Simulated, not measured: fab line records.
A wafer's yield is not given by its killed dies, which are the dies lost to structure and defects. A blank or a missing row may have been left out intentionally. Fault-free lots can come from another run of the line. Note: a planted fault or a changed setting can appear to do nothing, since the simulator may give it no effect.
Chamber matching    flow nand_harc    NHARC_A_CHANNEL_HOLE_D2_ETCH_38 on rie_diel-04: 4 sister chambers
The step etches the open film in CF4, target depth 39 nm, time 65 s. 4 wafers are shown with their chamber, then 7 later ones without.

WAFERS WITH THEIR CHAMBER
wafer   chamber  showerhead_plenum_p_Torr (Torr)
L376.4  3        1.74
L379.1  0        1.79
L384.2  1        1.65
L384.3  2        1.69

WAFERS WITH NO CHAMBER GIVEN
wafer   showerhead_plenum_p_Torr (Torr)
L384.6  1.65
L392.3  1.69
L392.4  1.73
L392.5  1.78
L396.1  1.65
L396.3  1.78
L396.6  1.73

WHICH CHAMBER EACH ONE RAN IN
wafer   from the rows above  in truth
L384.6  1                    1
L392.3  2                    2
L392.4  3                    3
L392.5  0                    0
L396.1  1                    1
L396.3  0                    0
L396.6  3                    3
Correct placement for 7 of the 7. From these rows, 0 cannot be placed. Wrongly placed: 0.
How it was worked out, from the rows above alone: a wafer's distance from a chamber is the root of the sum, over the readings, of the square of ((its reading less the chamber's mean) divided by the reading's scatter). If the next closest chamber is less than 2 further off than the closest, the wafer can't be placed; otherwise it belongs to the closest. A chamber's mean is the mean of its shown wafers. The scatter (one wafer shown for each chamber): square how far every hidden wafer sits from the nearest shown wafer, average those squares and take the square root.
